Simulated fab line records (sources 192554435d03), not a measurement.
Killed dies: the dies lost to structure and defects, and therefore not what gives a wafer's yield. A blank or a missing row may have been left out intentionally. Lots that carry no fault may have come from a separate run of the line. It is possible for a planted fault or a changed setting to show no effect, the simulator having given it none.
fab line records	flow n5Finfet
record: lots: 9	wafers: 27	lastDay: 18
route steps=1938 shown BEOL_M4@1111 BEOL_M10@1488 PASSIVATION@1936
lots untouched by any fault: they come from a run of this same line in which no faults occurred
startH: start of the lot's first displayed wafer, in hours after the record's first day	waitH: hours elapsed since this lot's preceding step	" identical to the entry in the row above	L1.1+2: several wafers, shown together as one row	- either no value or no given start	* or withheld: withheld	< > ~ a bound
route shown NAME@n: a module of which the file shows steps, and the number in the route of the first	usual: average and standard deviation across the fault-free wafers	same: alike in all rows	chamber/n: place in a boat	sites: readings site by site	_std_site: standard deviation across them	_edge_site: the outer-site mean with the inner-site mean subtracted	radiusMm: for every site, how far away it sits from the centre of the wafer	mask NAME#n: copy n	behind: tool/chamber where the wafer was last shaped	hold: what put the lot on hold/how long, in hours/how the hold closed	device: the transistor (n, p or np) that didn't switch	end of line: the tests these same wafers got at the end of their route	a step without rows: its recipe alone	killed: dies that structure and defects cost at the first sort, which is not the same as the wafer's yield	map: a wafer's dies, x killed, . not, _ none there
set.NAME: the setting that was run; set.NAME@STEP: the one run at that earlier step	model.NAME: the simulator's own value behind a step, which no gauge read
route steps across a sampled set of lots; one table per step, one row per wafer
services: a tool's chamber out of use, with start hour (startH, from the record's first day; less than 0 if before it), hours out, and reason
== steps ==
step: N5_BEOL_M4_RC_MEAS_101
usual: DIBL_N: 37.0/2.3	DIBL_P: 37.3/2.8	IOFF_N: 0.17/0.046	IOFF_P: 0.23/0.054	ION_N: 675/14	ION_P: 460/9.3	SS_N: 71.7/0.73	SS_P: 73.6/0.95	VT_N: 249/3.9	VT_P: -250/3.9
lot.wafer	tool	chamber	startH	waitH	DIBL_N[mV/V]	DIBL_P[mV/V]	IOFF_N[nA/um]	IOFF_P[nA/um]	ION_N[uA/um]	ION_P[uA/um]	SS_N[mV/dec]	SS_P[mV/dec]	VT_N[mV]	VT_P[mV]
L854.4	prober-02	0	167.30	0.5	40.3	40.9	0.23	0.31	680	471	72.2	74.8	243	-246
L854.5	"	0	"	"	37.1	35.4	0.15	0.21	676	464	71.3	73.7	251	-251
L854.6	"	0	"	"	43.8	44.8	0.36	0.42	712	478	73.7	76.2	240	-243
L859.1	prober-01	0	201.22	0.0	36.5	38.2	0.19	0.25	691	469	72.1	73.1	246	-247
L859.3	"	0	"	"	34.8	36.0	0.14	0.21	653	455	71.9	71.4	251	-248
L859.4	"	0	"	"	40.1	43.2	0.28	0.37	701	483	72.7	74.5	242	-242
L862.1	prober-01	0	221.92	0.0	38.9	41.4	0.20	0.29	679	467	71.3	74.8	248	-246
L862.4	"	0	"	"	37.5	38.2	0.16	0.23	682	470	72.1	74.1	249	-250
L862.5	"	0	"	"	38.8	40.7	0.21	0.28	691	474	72.2	74.7	248	-246
L870.1	prober-01	0	285.46	0.0	39.3	41.4	0.23	0.26	687	465	72.8	74.4	246	-248
L870.4	"	0	"	"	41.2	44.0	0.28	0.32	704	470	73.7	75.4	241	-245
L870.5	"	0	"	"	36.0	36.5	0.16	0.19	681	456	71.7	73.3	248	-253
L872.1	prober-01	0	286.71	0.0	32.3	33.6	0.11	0.14	657	445	71.2	72.2	256	-257
L872.4	"	0	"	"	36.5	38.5	0.18	0.20	679	458	72.3	73.7	249	-252
L872.6	"	0	"	"	32.7	34.1	0.12	0.14	663	449	71.1	72.2	254	-258
L873.1	prober-02	0	288.93	0.0	36.2	33.2	0.15	0.18	670	456	71.6	72.5	253	-253
L873.2	"	0	"	"	37.1	35.2	0.17	0.21	676	454	71.7	72.8	250	-253
L873.6	"	0	"	"	35.3	33.1	0.13	0.18	677	466	70.6	73.1	252	-250
L874.3	prober-01	0	302.09	0.3	38.3	39.4	0.20	0.24	673	456	71.8	73.6	247	-251
L874.4	"	0	"	"	36.8	38.0	0.17	0.21	671	455	72.3	72.9	250	-252
L874.6	"	0	"	"	37.2	38.0	0.18	0.22	666	455	71.8	73.7	248	-250
L875.1	prober-01	0	308.46	0.0	37.8	36.6	0.16	0.20	677	459	71.3	73.3	250	-256
L875.5	"	0	"	"	38.4	36.6	0.16	0.21	656	444	71.8	72.9	253	-252
L875.6	"	0	"	"	40.4	38.7	0.22	0.24	668	451	72.2	73.2	247	-253
L877.3	prober-01	0	318.13	0.3	37.3	38.5	0.16	0.18	675	450	72.0	74.2	252	-257
L877.4	"	0	"	"	37.0	38.7	0.17	0.18	675	449	71.9	73.9	251	-256
L877.6	"	0	"	"	33.1	34.3	0.10	0.13	656	445	70.3	72.1	256	-258
step: N5_BEOL_M10_ETCH_62
recipe: chemistry: N2/H2	target: SOC	targetDepthA: 1100	overetchA: 220	maskMaterial: SiARC	tempC: 40	timeS: 165	ionEnergyEv: 200	pressureMtorr: 30	sourceW: 840	biasW: 150	n2FlowSccm: 200	h2FlowSccm: 200
usual: biasW: 149.9/0.45	drypumpMotorCurrentA: 5.6/0.5	oesProductAu: 0.67/0.077	rfVppV: 523.9/2.7	showerheadPlenumPTorr: 2.54/0.094	throttleValvePct: 17.68/0.3
same: timeS: 165
lot.wafer	tool	chamber	startH	waitH	biasW	drypumpMotorCurrentA	oesProductAu	rfHoursCounterH	rfVppV	showerheadPlenumPTorr	throttleValvePct
L854.4	rieDiel-03	2	225.83	0.0	148.9	4.7	0.81	9	522.5	2.50	17.52
L854.5	"	3	"	"	149.9	6.5	0.63	-	520.7	2.44	18.15
L854.6	"	2	"	"	149.7	4.7	0.80	-	522.5	2.50	17.49
L859.1	rieDiel-05	3	250.72	0.0	149.5	4.8	0.60	217	525.5	2.63	17.89
L859.3	"	1	"	"	149.5	5.4	0.60	211	523.0	2.49	17.82
L859.4	"	3	"	"	149.4	4.8	0.59	-	525.5	2.63	17.88
L862.1	rieDiel-01	1	276.48	0.0	150.2	5.9	0.59	216	525.1	2.61	17.96
L862.4	"	0	"	"	150.0	6.1	0.57	246	525.3	2.61	18.00
L862.5	"	0	"	"	148.7	6.1	0.58	-	525.3	2.61	18.00
L873.1	rieDiel-03	1	343.27	0.0	149.5	5.4	0.67	80	521.1	2.44	17.25
L873.2	"	3	"	"	149.6	6.5	0.60	187	519.4	2.42	18.21
L873.6	"	1	"	"	149.6	5.4	0.68	-	521.5	2.44	17.27
L870.1	rieDiel-01	3	343.53	0.1	150.0	5.7	0.70	67	521.6	2.47	17.46
L870.4	"	3	"	"	149.1	5.8	0.71	-	523.1	2.47	17.46
L870.5	"	3	"	"	149.1	5.8	0.70	-	520.5	2.47	17.47
L872.1	rieDiel-05	2	344.24	0.0	150.3	6.3	0.57	248	519.2	2.41	18.28
L872.4	"	0	"	"	150.8	5.2	0.57	238	524.6	2.49	17.57
L872.6	"	0	"	"	149.8	5.2	0.57	-	521.5	2.49	17.56
L874.3	rieDiel-03	0	353.37	0.0	149.9	5.2	0.69	71	529.1	2.67	17.59
L874.4	"	3	"	"	150.1	6.4	0.60	190	519.3	2.42	18.23
L874.6	"	3	"	"	150.3	6.4	0.61	-	520.7	2.42	18.23
L875.1	rieDiel-01	2	353.57	0.0	150.7	5.6	0.71	76	527.7	2.68	17.39
L875.5	"	2	"	"	150.3	5.6	0.71	-	528.7	2.68	17.38
L875.6	"	3	"	"	150.5	5.7	0.70	-	522.6	2.46	17.45
L877.3	rieDiel-01	2	366.98	0.0	149.8	5.6	0.71	81	526.9	2.68	17.40
L877.4	"	1	"	"	150.1	5.9	0.57	241	525.2	2.60	17.99
L877.6	"	0	"	"	150.3	6.0	0.76	-	526.2	2.60	17.65
step: N5_BEOL_M10_CD_MEAS_28
recipe: targetCdNm: 70	landingEnergyEv: 500	detector: seInlens	polarity: opening
usual: cdNm: 71.0/1.4
lot.wafer	tool	chamber	startH	waitH	cdNm
L854.4	cdSem-03	0	227.33	-	71.1
L854.5	"	0	"	"	71.4
L854.6	"	0	"	"	70.8
L859.1	cdSem-02	0	251.95	-	71.2
L859.3	"	0	"	"	68.5
L859.4	"	0	"	"	69.1
L862.1	cdSem-02	0	278.56	-	70.4
L862.4	"	0	"	"	69.1
L862.5	"	0	"	"	68.1
L873.1	cdSem-02	0	344.23	-	72.0
L873.2	"	0	"	"	73.8
L873.6	"	0	"	"	72.4
L870.1	cdSem-01	0	344.58	-	70.3
L870.4	"	0	"	"	72.7
L870.5	"	0	"	"	72.1
L872.1	cdSem-03	0	344.89	-	70.2
L872.4	"	0	"	"	69.9
L872.6	"	0	"	"	71.0
L874.3	cdSem-03	0	354.11	-	68.3
L874.4	"	0	"	"	69.6
L874.6	"	0	"	"	70.3
L875.1	cdSem-02	0	354.38	-	72.3
L875.5	"	0	"	"	69.8
L875.6	"	0	"	"	70.5
L877.3	cdSem-02	0	371.97	-	69.6
L877.4	"	0	"	"	70.6
L877.6	"	0	"	"	70.3
step: N5_BEOL_M10_STRIP_36
recipe: chemistry: N2/H2	powerW: 450	tempC: 40	pressureMtorr: 20	rfFrequencyHz: 6e+07	overashFraction: 0.3	biasPowerW: 7	h2Frac: 0.5	n2FlowSccm: 200	h2FlowSccm: 200
usual: biasPowerW: 7.003/0.022	chamberPressureMTorr: 20.00/0.04	drypumpMotorCurrentA: 5.6/0.47	oesProductAu: 0.78/0.088	rfVppV: 59.2/2.1	showerheadPlenumPTorr: 2.54/0.096	throttleValvePct: 23.4/0.4
lot.wafer	tool	chamber	startH	waitH	biasPowerW	chamberPressureMTorr	drypumpMotorCurrentA	oesProductAu	rfHoursCounterH	rfVppV	showerheadPlenumPTorr	throttleValvePct
L854.4	rieDiel-05	1	227.84	0.0	6.994	19.98	5.4	0.68	-	61.3	2.49	23.4
L854.5	"	2	"	"	7.043	19.97	6.2	0.68	-	58.4	2.42	24.2
L854.6	"	1	"	"	7.009	20.01	5.4	0.69	-	61.5	2.49	23.5
L859.1	rieDiel-01	2	252.31	0.0	7.032	19.99	5.5	0.90	40	58.3	2.69	23.0
L859.3	"	0	"	"	7.029	20.01	6.0	0.67	238	56.7	2.61	23.7
L859.4	"	3	"	"	6.987	20.03	5.7	0.86	33	58.4	2.48	23.0
L862.1	rieDiel-03	0	278.91	0.0	7.009	20.01	5.2	0.83	46	58.0	2.68	23.5
L862.4	"	2	"	"	7.010	19.97	4.7	0.91	25	58.6	2.49	23.5
L862.5	"	2	"	"	6.982	19.98	4.7	0.92	-	57.0	2.49	23.4
L873.1	rieDiel-05	1	344.72	0.0	7.046	20.00	5.4	0.67	241	59.8	2.48	23.5
L873.2	"	0	"	"	7.017	19.94	5.2	0.66	238	59.0	2.49	23.0
L873.6	"	2	"	"	7.009	19.97	6.2	0.66	-	60.4	2.41	24.2
L870.1	rieDiel-01	3	344.94	0.0	7.014	19.99	5.8	0.81	67	61.4	2.46	23.1
L870.4	"	3	"	"	6.990	19.95	5.7	0.81	-	60.3	2.46	23.1
L870.5	"	0	"	"	6.990	20.01	6.0	0.91	-	59.5	2.60	23.6
L872.1	rieDiel-01	2	345.51	0.0	-	-	-	-	-	-	-	-
L872.4	"	0	"	"	-	-	-	-	-	-	-	-
L872.6	"	3	"	"	-	-	-	-	-	-	-	-
L874.3	rieDiel-01	1	354.65	0.0	-	-	-	-	-	-	-	-
L874.4	"	0	"	"	-	-	-	-	-	-	-	-
L874.6	"	2	"	"	-	-	-	-	-	-	-	-
L875.1	rieDiel-03	2	354.85	0.0	-	-	-	-	-	-	-	-
L875.5	"	2	"	"	-	-	-	-	-	-	-	-
L875.6	"	3	"	"	-	-	-	-	-	-	-	-
L877.3	rieDiel-03	3	372.75	0.0	7.023	20.01	6.5	0.69	199	55.4	2.41	24.2
L877.4	"	1	"	"	7.080	19.97	5.4	0.76	-	59.1	2.44	22.9
L877.6	"	3	"	"	6.993	20.00	6.5	0.67	-	60.4	2.41	24.2
step: N5_BEOL_M10_STRIP_77
recipe: chemistry: N2/H2	timeS: 10	powerW: 450	tempC: 40	pressureMtorr: 20	rfFrequencyHz: 6e+07	biasPowerW: 7	n2FlowSccm: 200	h2FlowSccm: 200
usual: biasPowerW: 7.000/0.021	chamberPressureMTorr: 20.002/0.018	drypumpMotorCurrentA: 5.6/0.47	oesProductAu: 0.78/0.088	rfVppV: 59.2/0.93	showerheadPlenumPTorr: 2.54/0.096	throttleValvePct: 23.4/0.4
same: timeS: 10
lot.wafer	tool	chamber	startH	waitH	biasPowerW	chamberPressureMTorr	drypumpMotorCurrentA	oesProductAu	rfHoursCounterH	rfVppV	showerheadPlenumPTorr	throttleValvePct
L854.4	rieDiel-05	1	-	-	6.994	20.027	5.4	0.70	-	59.9	2.49	23.4
L854.5	"	2	"	"	6.973	19.991	6.2	0.68	-	57.5	2.42	24.2
L854.6	"	1	"	"	6.978	20.006	5.4	0.69	-	59.6	2.49	23.4
L859.1	rieDiel-01	2	-	-	7.003	20.002	5.5	0.88	40	59.7	2.69	23.0
L859.3	"	0	"	"	7.022	20.012	6.0	0.66	238	60.0	2.61	23.7
L859.4	"	3	"	"	7.014	20.018	5.8	0.86	33	59.8	2.48	23.1
L862.1	rieDiel-03	0	-	-	7.010	20.003	5.2	0.81	46	60.1	2.68	23.5
L862.4	"	2	"	"	7.026	19.991	4.7	0.92	25	59.3	2.49	23.5
L862.5	"	2	"	"	6.993	19.982	4.7	0.91	-	58.9	2.49	23.4
L873.1	rieDiel-05	1	-	-	7.002	19.996	5.4	0.66	241	58.9	2.48	23.5
L873.2	"	0	"	"	7.019	20.011	5.2	0.66	238	59.6	2.49	23.0
L873.6	"	2	"	"	6.991	19.997	6.3	0.66	-	58.6	2.41	24.2
L870.1	rieDiel-01	3	-	-	7.020	19.957	5.7	0.81	67	60.1	2.46	23.1
L870.4	"	3	"	"	7.020	20.032	5.7	0.81	-	56.6	2.46	23.1
L870.5	"	0	"	"	7.021	20.016	6.0	0.93	-	59.9	2.60	23.6
L872.1	rieDiel-01	2	345.65	0.0	7.035	19.966	5.5	0.84	71	58.5	2.68	23.1
L872.4	"	0	"	"	6.979	20.013	6.0	0.93	-	59.9	2.60	23.6
L872.6	"	3	"	"	6.999	19.983	5.7	0.81	-	59.0	2.46	23.1
L874.3	rieDiel-01	1	354.79	0.0	6.987	19.974	5.9	0.68	237	58.5	2.60	23.7
L874.4	"	0	"	"	6.992	20.014	6.0	0.92	20	58.7	2.60	23.6
L874.6	"	2	"	"	7.006	20.012	5.5	0.84	-	60.3	2.67	23.1
L875.1	rieDiel-03	2	354.99	0.0	6.990	20.028	4.7	0.86	52	58.2	2.48	23.5
L875.5	"	2	"	"	6.996	19.994	4.7	0.87	-	59.1	2.48	23.5
L875.6	"	3	"	"	7.024	20.019	6.5	0.70	-	56.9	2.42	24.2
L877.3	rieDiel-03	3	-	-	6.994	19.982	6.5	0.69	199	58.5	2.41	24.2
L877.4	"	1	"	"	6.988	19.975	5.4	0.78	-	58.4	2.43	22.9
L877.6	"	3	"	"	7.009	20.015	6.5	0.69	-	59.6	2.41	24.2
step: N5_PASSIVATION_PROBE_49
usual: defectLimitedYield: 91.5/1.3	killed_at_M0_to_M3: 36/10	killed_at_M4_up: 13/4.7	killedAtContacts: 13/6.7	killedAtFrontEnd: 37/9.7	killedAtOther: 2.6/2.3	killedDies: 101/15	killedOnRim: 14/4.3	killedOpen: 67/12	killedShort: 32/6.7	sort_bin_4_leakage: 0.0/0.31	sort_bin_5_function: 5.0/0.89	sort_bin_6_memory: 3.2/0.63	sort_bin_8_speed: 0.01/0.03	sortNPass: 1079/16	sortYieldPct: 91.4/1.4
same: grossDies: 1180	killedAtBackSide: 0
lot.wafer	tool	chamber	startH	waitH	defectLimitedYield[%]	killed_at_M0_to_M3	killed_at_M4_up	killedAtContacts	killedAtFrontEnd	killedAtOther	killedDies	killedOnRim	killedOpen	killedShort	sort_bin_4_leakage[%]	sort_bin_5_function[%]	sort_bin_6_memory[%]	sort_bin_8_speed[%]	sortNPass	sortYieldPct[%]
L873.2	prober-02	-	387.05	0.1	91.6	34	7	26	30	2	99	15	62	36	0	4.8	3.5	0	1081	91.6
L872.1	prober-02	-	402.38	0.0	0	28	1109	15	26	2	1180	152	68	16	0	96.9	3.1	0	0	0
L872.4	prober-02	-	402.53	0.2	0	28	1117	1	31	3	1180	152	50	27	0	97.6	2.3	0	0	0
L872.6	prober-02	-	402.63	0.3	0	34	1103	10	33	0	1180	152	56	29	0	96.6	3.0	0	0	0
L874.3	prober-02	-	404.47	0.1	0	32	1087	17	44	0	1180	152	76	33	0	95.5	4.3	0	0	0
L874.4	prober-02	-	404.52	0.2	0	14	1119	8	35	4	1180	152	42	24	0	97.8	2.0	0	0	0
L874.6	prober-02	-	404.62	0.3	0	30	1100	13	36	1	1180	152	60	30	0	96.5	3.3	0	0	0
L875.1	prober-02	-	415.81	0.0	0	24	1077	13	65	1	1180	152	82	28	0	96.1	3.5	0	0	0
L875.5	prober-02	-	416.01	0.2	0	30	1080	11	50	9	1180	152	77	33	0	96.2	3.3	0	0	0
L875.6	prober-02	-	416.06	0.3	0	33	1100	17	26	4	1180	152	64	29	0	95.9	3.8	0	0	0
L877.3	prober-02	-	437.87	1.0	89.3	45	12	22	47	0	126	20	88	34	0	6.4	3.7	0	1054	89.3
L877.4	prober-02	-	437.92	1.1	90.0	46	12	18	41	1	118	14	73	39	0	5.5	3.6	0	1062	90.0
L877.6	prober-02	-	438.02	1.2	92.1	44	10	9	28	2	93	10	66	26	0	4.6	3.1	0	1087	92.1
killed by level:class
L873.2 MOL_CONTACT_COAG:geometricParticle:open=22 BEOL_M0_SAQP:geometricParticle:short=13 STI_FIN_REVEAL:geometricParticle:open=5 GATE_CUT:geometricParticle:short=5 BEOL_M0_SAQP:geometricParticle:open=5 BEOL_M3:geometricParticle:open=5 FIN_SAQP:geometricParticle:short=4 MOL_CONTACT_COAG:geometricParticle:short=4
L872.1 BEOL_M10:areaAld=1095 MOL_CONTACT_COAG:geometricParticle:open=15 BEOL_M1:geometricParticle:open=11 STI_FIN_REVEAL:geometricParticle:open=8 BEOL_M0_SAQP:geometricParticle:open=8 BEOL_M4:geometricParticle:open=7 FIN_SAQP:geometricParticle:open=6 BEOL_M0_SAQP:geometricParticle:short=4
L872.4 BEOL_M10:areaAld=1102 BEOL_M0:geometricParticle:open=8 FIN_SAQP:geometricParticle:open=6 DUMMY_GATE:geometricParticle:open=6 BEOL_M1:geometricParticle:open=6 BEOL_M4:geometricParticle:open=6 BEOL_M0_SAQP:geometricParticle:short=5 BEOL_M4:geometricParticle:short=5
L872.6 BEOL_M10:areaAld=1094 BEOL_M3:geometricParticle:open=13 FIN_SAQP:geometricParticle:open=9 MOL_CONTACT_COAG:geometricParticle:open=7 BEOL_M2:geometricParticle:open=7 FIN_SAQP:geometricParticle:short=6 STI_FIN_REVEAL:geometricParticle:open=5 BEOL_M1:geometricParticle:open=5
L874.3 BEOL_M10:areaAld=1069 BEOL_M2:geometricParticle:open=13 MOL_CONTACT_COAG:geometricParticle:open=12 STI_FIN_REVEAL:geometricParticle:open=11 BEOL_M0_SAQP:geometricParticle:open=6 BEOL_M4:geometricParticle:open=6 DUMMY_GATE:geometricParticle:open=5 MOL_CONTACT_COAG:geometricParticle:short=5
L874.4 BEOL_M10:areaAld=1112 FIN_SAQP:geometricParticle:short=8 GATE_CUT:geometricParticle:short=7 STI_FIN_REVEAL:geometricParticle:open=6 BEOL_M2:geometricParticle:open=6 MOL_CONTACT_COAG:geometricParticle:open=5 FIN_SAQP:geometricParticle:open=3 MOL_CONTACT_COAG:geometricParticle:short=3
L874.6 BEOL_M10:areaAld=1087 MOL_CONTACT_COAG:geometricParticle:open=12 FIN_SAQP:geometricParticle:short=8 FIN_SAQP:geometricParticle:open=7 BEOL_M0_SAQP:geometricParticle:open=7 DUMMY_GATE:geometricParticle:open=6 BEOL_M3:geometricParticle:open=5 BEOL_M4:geometricParticle:open=5
L875.1 BEOL_M10:areaAld=1069 STI_FIN_REVEAL:geometricParticle:open=31 MOL_CONTACT_COAG:geometricParticle:open=12 DUMMY_GATE:geometricParticle:open=9 FIN_SAQP:geometricParticle:open=7 BEOL_M1:geometricParticle:short=6 STI_FIN_REVEAL:geometricParticle:short=5 FIN_SAQP:geometricParticle:short=4
L875.5 BEOL_M10:areaAld=1068 STI_FIN_REVEAL:geometricParticle:open=20 BEOL_M1:geometricParticle:open=9 MOL_CONTACT_COAG:geometricParticle:open=8 FIN_SAQP:geometricParticle:short=7 BEOL_M3:geometricParticle:open=6 BEOL_M1:geometricParticle:short=5 FIN_SAQP:geometricParticle:open=4
L875.6 BEOL_M10:areaAld=1086 MOL_CONTACT_COAG:geometricParticle:open=13 BEOL_M4:geometricParticle:open=10 BEOL_M0_SAQP:geometricParticle:short=8 FIN_SAQP:geometricParticle:open=6 BEOL_M1:geometricParticle:open=6 BEOL_M3:geometricParticle:open=5 BEOL_M0_SAQP:geometricParticle:open=5
L877.3 MOL_CONTACT_COAG:geometricParticle:open=18 FIN_SAQP:geometricParticle:open=15 BEOL_M2:geometricParticle:open=10 STI_FIN_REVEAL:geometricParticle:open=7 BEOL_M0_SAQP:geometricParticle:open=7 BEOL_M0_SAQP:geometricParticle:short=7 BEOL_M1:geometricParticle:short=6 GATE_CUT:geometricParticle:short=5
L877.4 MOL_CONTACT_COAG:geometricParticle:open=12 BEOL_M0_SAQP:geometricParticle:short=12 FIN_SAQP:geometricParticle:open=10 STI_FIN_REVEAL:geometricParticle:open=8 BEOL_M1:geometricParticle:open=8 FIN_SAQP:geometricParticle:short=7 BEOL_M0_SAQP:geometricParticle:open=7 MOL_CONTACT_COAG:geometricParticle:short=6
L877.6 BEOL_M0_SAQP:geometricParticle:open=11 BEOL_M3:geometricParticle:open=9 BEOL_M1:geometricParticle:open=8 STI_FIN_REVEAL:geometricParticle:open=6 MOL_CONTACT_COAG:geometricParticle:open=5 BEOL_M2:geometricParticle:open=5 MOL_CONTACT_COAG:geometricParticle:short=4 BEOL_M0_SAQP:geometricParticle:short=4
== services ==
tool	chamber	startH	hours	kind
rieDiel-05	3	226.98	4.9	repair
rieDiel-01	2	234.02	5.6	repair
rieDiel-05	2	241.81	11.7	repair
rieDiel-05	1	284.48	2.8	repair
rieDiel-01	0	288.98	-	clean
rieDiel-01	0	288.98	-	consumableReplace:focusRing
rieDiel-01	0	288.98	18.9	scheduledDown
rieDiel-01	0	288.98	18.9	ventCycle
rieDiel-01	1	330.90	18.3	repair
rieDiel-05	1	334.52	2.8	repair
rieDiel-05	2	353.01	-	clean
rieDiel-05	2	353.01	-	consumableReplace:focusRing
rieDiel-05	2	353.01	-	consumableReplace:showerhead
rieDiel-05	2	353.01	18.7	scheduledDown
rieDiel-05	2	353.01	18.7	ventCycle
rieDiel-03	2	357.16	20.5	repair
rieDiel-05	3	371.89	-	clean
rieDiel-05	3	371.89	-	consumableReplace:focusRing
rieDiel-05	3	371.89	23.2	scheduledDown
rieDiel-05	3	371.89	23.2	ventCycle
== key ==
firstSign: step: N5_BEOL_M10_STRIP_36	reading: toolRecord	direction: missing
effect: step: N5_PASSIVATION_PROBE_49	reading: killed_at_M4_up	direction: up	sigmas: 99+	usual: 13	struck: 1099
moreKillsBornAt: N5_BEOL_M10_ALD_74@aldMetal-04: 3291	N5_BEOL_M10_ALD_74@aldMetal-01: 3268	N5_BEOL_M10_ALD_74@aldMetal-02: 3223
metAt N5_BEOL_M10_STRIP_36
struckLots L872,L874,L875
laterRowsLeftOut L872.1,L872.4,L872.6,L874.3,L874.4,L874.6,L875.1,L875.5,L875.6
notActingAt N5_BEOL_M10_ETCH_62,N5_BEOL_M10_CD_MEAS_28,N5_BEOL_M10_STRIP_77
onsetBetween 344.94 345.51
fault: kind: skippedStepWhole	tool: rieDiel-01,rieDiel-03	chamber: -	onsetH: 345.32	steps: N5_BEOL_M10_STRIP_36	scope: struckLotsOnly
laterRowsLeftOut: the simulator's readings of these wafers behind a module that went badly wrong aren't trusted and aren't shown, but for the sort
